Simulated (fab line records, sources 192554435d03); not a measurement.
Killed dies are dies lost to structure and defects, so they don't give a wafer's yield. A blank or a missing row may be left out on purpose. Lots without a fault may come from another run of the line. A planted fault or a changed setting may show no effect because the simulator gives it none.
Chamber matching | flow n5_finfet | N5_BEOL_M6_DEP_56 on pecvd-04: 3 sister chambers
The step deposits SiCN from 3MS/NH3, target thk 10 nm, time 17.5 s. 6 wafers are shown with their chamber, then 7 later ones without.

WAFERS WITH THEIR CHAMBER
wafer  | chamber | showerhead_vpp_V (V) | showerhead_plenum_p_Torr (Torr)
L085.4 | 0       | 770                  | 3.668
L085.5 | 1       | 850                  | 3.650
L086.5 | 2       | 893                  | 3.680
L086.6 | 0       | 788                  | 3.666
L088.2 | 1       | 861                  | 3.642
L088.3 | 2       | 903                  | 3.675

WAFERS WITHOUT THEIR CHAMBER
wafer  | showerhead_vpp_V (V) | showerhead_plenum_p_Torr (Torr)
L088.4 | 773                  | 3.667
L092.4 | 855                  | 3.649
L092.5 | 893                  | 3.669
L092.6 | 779                  | 3.664
L097.2 | 776                  | 3.670
L097.3 | 893                  | 3.679
L097.5 | 887                  | 3.676

WHICH CHAMBER EACH WENT THROUGH
wafer  | from the rows above | in truth
L088.4 | 0                   | 0
L092.4 | 1                   | 1
L092.5 | 2                   | 2
L092.6 | 0                   | 0
L097.2 | 0                   | 0
L097.3 | 2                   | 2
L097.5 | 2                   | 2
Placed correctly: 7 of 7. Can't be placed from these rows: 0. Placed wrongly: 0.
How it was worked out, from the rows above alone: a wafer's distance from a chamber is the root of the sum, over the readings, of the square of ((its reading less the chamber's mean) divided by the reading's scatter). The wafer belongs to the nearest chamber; if the next one is less than 2 further off, it can't be placed. A chamber's mean is the mean of its shown wafers. The scatter: the root of (the sum of the squares of (reading less its chamber's mean) over the shown wafers, divided by (wafers less chambers)).
